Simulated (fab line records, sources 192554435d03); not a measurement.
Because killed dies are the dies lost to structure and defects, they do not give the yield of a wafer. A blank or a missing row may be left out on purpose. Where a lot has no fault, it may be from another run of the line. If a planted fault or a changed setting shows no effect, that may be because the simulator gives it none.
Which of the tools did it? ; flow n5-finfet ; 9 lots with 26 wafers sampled at 5 steps, on a route of 1938 steps

== WHAT THE GAUGES SHOWED, per wafer ==
N5_BEOL_M4_RC_MEAS_101. Usual: DIBL_N 36.7 mV/V, standard deviation 2.4; DIBL_P 37.4 mV/V, standard deviation 2.9; IOFF_N 0.18 nA/um, standard deviation 0.05; IOFF_N_85C 3.4 nA/um, standard deviation 0.81; IOFF_N_LIN 0.080 nA/um, standard deviation 0.018; IOFF_N_LONG 5.5e-05 nA/um, standard deviation 3.2e-06; IOFF_P 0.23 nA/um, standard deviation 0.058; ION_N 683 uA/um, standard deviation 16; ION_P 467 uA/um, standard deviation 11; SS_N 71.7 mV/dec, standard deviation 0.77; SS_P 73.5 mV/dec, standard deviation 0.87; VT_N 249 mV, standard deviation 4.3; VT_N_LONG 274.9 mV, standard deviation 1.9; VT_N_LVT 97 mV, standard deviation 4.5; VT_P -250 mV, standard deviation 4.4; VT_P_LONG -275 mV, standard deviation 3.3.
lot;measured;on;DIBL_N (mV/V);DIBL_P (mV/V);IOFF_N (nA/um);IOFF_N_85C (nA/um);IOFF_N_LIN (nA/um);IOFF_N_LONG (nA/um);IOFF_P (nA/um);ION_N (uA/um);ION_P (uA/um);SS_N (mV/dec);SS_P (mV/dec);VT_N (mV);VT_N_LONG (mV);VT_N_LVT (mV);VT_P (mV);VT_P_LONG (mV);flag
L709;day 7 13:15;prober-01;38.7 35.2 33.1;41.7 37.8 33.2;0.22 0.16 0.11;4.0 3.1 2.2;0.094 0.074 0.053;5.3e-05 5.3e-05 5.4e-05;0.29 0.22 0.14;691 671 657;467 461 456;72.6 71.3 71.1;75.5 73.5 72.6;244 251 254;277.5 276.4 278.8;95 98 105;-248 -251 -257;-278 -278 -278;
L713;day 8 22:30;prober-01;37.9 33.1 34.5;36.9 32.0 32.7;0.17 0.11 0.12;3.2 2.3 2.4;0.074 0.055 0.057;5.2e-05 5.3e-05 5.3e-05;0.20 0.14 0.14;657 679 660;450 458 447;72.0 71.3 70.7;73.5 71.7 72.0;251 252 257;274.1 274.9 275.7;100 103 103;-251 -257 -256;-279 -279 -276;
L714;day 9 03:58;prober-01;36.8 39.4 35.4;38.4 42.4 37.2;0.15 0.25 0.14;3.1 4.6 2.8;0.073 0.110 0.067;5.5e-05 5.4e-05 5.5e-05;0.23 0.32 0.21;665 709 668;467 489 464;71.2 73.4 71.2;74.1 74.4 74.1;253 245 254;278.1 274.2 275.6;103 93 104;-250 -246 -254;-273 -276 -277;
L721;day 10 19:13;prober-02;34.1 34.8 35.5;33.5 34.8 36.5;0.12 0.42 0.16;2.5 7.0 3.1;0.062 0.211 0.077;5.3e-05 0.000136 5.2e-05;0.18 0.15 0.23;677 758 711;468 465 484;69.9 71.2 70.5;72.7 73.0 73.3;252 219 246;274.5 243.9 278.1;99 66 95;-252 -256 -246;-276 -285 -272;OFF
L723;day 11 11:25;prober-02;40.2 40.9;40.8 42.7;0.23 0.94;4.2 13.7;0.100 0.401;6e-05 0.000154;0.29 0.26;690 784;473 469;73.1 72.8;74.3 74.5;243 205;274.6 239.9;92 53;-246 -249;-272 -283;OFF
L724;day 11 11:47;prober-01;35.1 35.5 36.0;35.5 35.2 37.2;0.17 0.16 0.18;3.3 3.1 3.3;0.074 0.074 0.080;5.8e-05 5.7e-05 5.7e-05;0.21 0.20 0.22;667 662 672;459 451 461;71.8 71.6 72.4;73.4 72.3 73.4;250 251 250;275.0 274.7 271.5;98 99 98;-249 -251 -250;-276 -275 -277;
L725;day 11 19:21;prober-01;39.2 36.9 36.5;41.4 37.3 37.2;0.21 0.16 0.14;3.9 3.1 2.8;0.093 0.074 0.066;5.4e-05 5.3e-05 5.3e-05;0.29 0.22 0.20;693 668 665;474 459 456;72.1 71.3 71.3;74.3 72.6 73.1;249 250 253;275.6 276.8 275.8;96 98 101;-245 -251 -253;-276 -276 -276;
L729;day 12 21:37;prober-01;37.9 34.5 35.7;40.9 35.3 38.1;0.19 0.13 0.16;3.7 2.6 3.2;0.087 0.063 0.077;5.5e-05 5.7e-05 5.6e-05;0.23 0.15 0.19;669 664 666;459 449 449;72.2 71.4 71.5;73.8 72.8 73.4;248 251 247;273.0 276.7 273.8;93 98 95;-251 -256 -254;-280 -280 -278;
L731;day 13 16:04;prober-02;37.8 34.3 33.2;37.7 34.0 33.0;0.18 0.11 0.10;3.4 2.3 2.1;0.081 0.057 0.051;5.2e-05 5.1e-05 5.1e-05;0.20 0.15 0.14;684 670 668;457 468 462;71.9 71.0 70.1;74.1 72.7 72.2;248 254 257;277.3 280.5 274.8;97 104 106;-254 -258 -260;-280 -278 -280;

== TOOL THAT RAN EACH LOT (tool first, then ch and the chambers of the sampled wafers, then the start) ==
lot;N5_HKMG_FIN_ALD_36;N5_HKMG_FIN_DESCUM_17;N5_HKMG_FIN_STRIP_88;N5_HKMG_FIN_NWFM_ALD_20
L709;ald-metal-03 ch 0,1,3, day 4 04:05;rie-diel-04 ch 2,3, day 4 05:34;plasma-asher-01 ch 0,1, day 4 07:10;ald-metal-02 ch 0,2,3, day 4 07:33
L713;ald-metal-02 ch 0,1,3, day 5 01:46;rie-diel-01 ch 0,2, day 5 03:05;plasma-asher-02 ch 0,1, day 5 04:40;ald-metal-03 ch 1,2, day 5 05:03
L714;ald-metal-02 ch 0,1,3, day 5 06:55;rie-diel-01 ch 1,2,3, day 5 08:10;plasma-asher-01 ch 0,1, day 5 09:54;ald-metal-02 ch 0,1,2, day 5 10:17
L721;ald-metal-03 ch 1,2,3, day 7 05:08;rie-diel-03 ch 0,1,2, day 7 06:16;plasma-asher-02 ch 0,1, day 7 07:50;ald-metal-02 ch 0,1,3, day 7 08:14
L723;ald-metal-02 ch 0,3, day 7 16:17;rie-diel-01 ch 3, day 7 17:32;plasma-asher-02 ch 0, day 7 19:08;ald-metal-02 ch 0,3, day 7 19:31
L724;ald-metal-03 ch 0,2,3, day 7 22:02;rie-diel-03 ch 0,3, day 7 23:43;plasma-asher-02 ch 0,1, day 8 01:28;ald-metal-01 ch 0,2,3, day 8 01:47
L725;ald-metal-01 ch 0,2,3, day 8 01:40;rie-diel-04 ch 0,3, day 8 02:49;plasma-asher-01 ch 0,1, day 8 04:31;ald-metal-03 ch 2,3, day 8 04:46
L729;ald-metal-03 ch 1,2, day 9 05:59;rie-diel-03 ch 0,1,2, day 9 07:52;plasma-asher-02 ch 0, day 9 09:43;ald-metal-01 ch 0,1, day 9 10:07
L731;ald-metal-02 ch 0,1,3, day 9 15:26;rie-diel-01 ch 0,2,3, day 9 17:08;plasma-asher-01 ch 0,1, day 9 18:56;ald-metal-01 ch 1,2,3, day 9 19:20
- N5_HKMG_FIN_ALD_36: deposits TiN, target thk 1 nm, pulse time 1 s, purge time 3 s.
- N5_HKMG_FIN_DESCUM_17: chemistry O2, time 7.9 s.
- N5_HKMG_FIN_STRIP_88: strips in N2/H2, time 360 s.
- N5_HKMG_FIN_NWFM_ALD_20: deposits TiAlC, target thk 2 nm, pulse time 3 s, purge time 2 s.

== WHAT THE TOOLS THEMSELVES READ (means of the sampled wafers that have a number; where no wafer has one, the mark that the record gives instead) ==
N5_HKMG_FIN_ALD_36. Usual: heater-power-w 903 W, standard deviation 89; precursor-pulse-height-rel 1.001, standard deviation 0.022.
lot;tool;heater-power-w (W);precursor-pulse-height-rel;flag
L709;ald-metal-03;892;0.998;
L713;ald-metal-02;864;1.010;
L714;ald-metal-02;878;0.990;
L721;ald-metal-03;946;0.993;
L723;ald-metal-02;884;1.000;
L724;ald-metal-03;977;1.007;
L725;ald-metal-01;875;1.014;
L729;ald-metal-03;1016;0.992;
L731;ald-metal-02;874;1.011;

N5_HKMG_FIN_DESCUM_17. Usual: for drypump-motor-current-A, 5.7 A with a standard deviation of 0.48; for o2-flow-sccm, 225.0 sccm with a standard deviation of 0.65; for oes-product-au, 0.80 a.u. with a standard deviation of 0.088; for rf-vpp-V, 243.8 V with a standard deviation of 1.6; for showerhead-plenum-p-Torr, 2.12 Torr with a standard deviation of 0.087; for temp-c, 40.01 C with a standard deviation of 0.11; for throttle-valve-pct, 20.37 % with a standard deviation of 0.22.
lot;tool;drypump-motor-current-A (A);o2-flow-sccm (sccm);oes-product-au (a.u.);rf-vpp-V (V);showerhead-plenum-p-Torr (Torr);temp-c (C);throttle-valve-pct (%);flag
L709;rie-diel-04;5.1;225.3;0.83;243.2;2.12;40.01;20.09;
L713;rie-diel-01;6.0;225.2;0.82;242.9;2.10;39.95;20.51;
L714;rie-diel-01;5.5;224.6;0.72;242.8;2.04;40.04;20.45;
L721;rie-diel-03;5.8;225.4;0.81;244.4;2.13;39.88;20.37;
L723;rie-diel-01;5.7;224.4;0.73;244.9;2.14;40.10;20.23;
L724;rie-diel-03;6.1;224.7;0.72;245.0;2.16;39.99;20.72;
L725;rie-diel-04;5.2;225.0;0.77;242.4;2.07;40.07;20.45;
L729;rie-diel-03;5.8;224.6;0.78;243.3;2.12;39.95;20.40;
L731;rie-diel-01;5.7;225.8;0.82;243.9;2.17;40.05;20.39;

N5_HKMG_FIN_STRIP_88. Usual: drypump-motor-current-A 5.9 A, standard deviation 0.42; heater-power-w 453 W, standard deviation 45; temp-c 300.00 C, standard deviation 0.21.
lot;tool;drypump-motor-current-A (A);heater-power-w (W);temp-c (C);flag
L709;plasma-asher-01;5.9;423;299.92;
L713;plasma-asher-02;5.9;496;299.87;
L714;plasma-asher-01;5.8;418;299.79;
L721;plasma-asher-02;5.9;508;299.80;
L723;plasma-asher-02;6.0;498;300.11;
L724;plasma-asher-02;5.8;505;300.17;
L725;plasma-asher-01;6.2;409;300.20;
L729;plasma-asher-02;6.0;495;299.92;
L731;plasma-asher-01;6.2;411;300.07;

N5_HKMG_FIN_NWFM_ALD_20. Usual: heater-power-w 498 W, standard deviation 47; precursor-pulse-height-rel 0.999, standard deviation 0.021.
lot;tool;heater-power-w (W);precursor-pulse-height-rel;flag
L709;ald-metal-02;492;0.989;
L713;ald-metal-03;574;1.002;
L714;ald-metal-02;473;1.003;
L721;ald-metal-02;490;0.977;
L723;ald-metal-02;490;1.012;
L724;ald-metal-01;489;0.986;
L725;ald-metal-03;516;1.000;
L729;ald-metal-01;431;1.010;
L731;ald-metal-01;469;0.999;

== THE ANSWER, worked out from the rows above alone ==
Rule: take the mean of a lot's wafers that have a number; if it is more than 3 standard deviations from the usual mean, the lot is off. Also off: a lot with no number at a reading for which 4 or more lots have one. Where the step has rows for the other lots, those lots are counted as sound. Order of review: gauges by route order, followed by the tools' own readings, for which a lot's mean as printed above is used. At the first step where some lot is off, the reading lying furthest off is the one used; lots without a number count as furthest.
Off: L721, L723, at N5_BEOL_M4_RC_MEAS_101 (IOFF_N_LONG).
A tool fits if, at a process step before that reading, it ran every lot that is off, and no sound lot after the first of them. Those tools and the gauges at N5_BEOL_M4_RC_MEAS_101 are tried in the same way. One fits: N5_HKMG_FIN_NWFM_ALD_20 on ald-metal-02. A fault onset in the window from L714 (day 5 10:17, its last sound lot) to L721 (day 7 08:14, its first lot off) fits.

== WHAT HAD BEEN PUT IN BY THE SIMULATOR ==
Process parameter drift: ald-metal-02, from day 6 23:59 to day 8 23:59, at N5_HKMG_FIN_NWFM_ALD_20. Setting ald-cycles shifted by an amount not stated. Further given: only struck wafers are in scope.
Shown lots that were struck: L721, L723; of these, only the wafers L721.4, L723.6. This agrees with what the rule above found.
